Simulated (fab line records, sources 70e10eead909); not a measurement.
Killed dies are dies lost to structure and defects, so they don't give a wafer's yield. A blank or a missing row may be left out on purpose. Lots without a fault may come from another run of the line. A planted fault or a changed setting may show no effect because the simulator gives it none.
Chamber matching | flow nand_harc | NHARC_A_STAIRCASE_DESCUM_312 on rie_diel-13: 4 sister chambers
The step chemistry O2, time 3 s. 4 wafers are shown with their chamber, then 10 later ones without.

WAFERS WITH THEIR CHAMBER
wafer  | chamber | drypump_motor_current_A (A)
L087.2 | 3       | 5.0
L087.3 | 1       | 5.2
L088.3 | 0       | 6.4
L088.4 | 2       | 5.7

WAFERS WITHOUT THEIR CHAMBER
wafer  | drypump_motor_current_A (A)
L088.6 | 5.0
L091.1 | 5.2
L091.3 | 6.5
L091.4 | 5.0
L092.2 | 5.2
L092.4 | 5.0
L092.6 | 5.0
L094.2 | 6.4
L094.5 | 5.1
L094.6 | 5.8

WHICH CHAMBER EACH WENT THROUGH
wafer  | from the rows above     | in truth
L088.6 | 3                       | 3
L091.1 | 1                       | 1
L091.3 | 0                       | 0
L091.4 | 3                       | 3
L092.2 | 1                       | 1
L092.4 | 3                       | 3
L092.6 | 3                       | 3
L094.2 | 0                       | 0
L094.5 | can't be placed: 3 or 1 | 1
L094.6 | 2                       | 2
Placed correctly: 9 of 10. Can't be placed from these rows: 1 (the true chamber is among the candidates in 1). Placed wrongly: 0.
How it was worked out, from the rows above alone: a wafer's distance from a chamber is the root of the sum, over the readings, of the square of ((its reading less the chamber's mean) divided by the reading's scatter). The wafer belongs to the nearest chamber; if the next one is less than 2 further off, it can't be placed. A chamber's mean is the mean of its shown wafers. The scatter: with one shown wafer a chamber, the root of the mean of the squares of how far each hidden wafer lies from its nearest shown one.
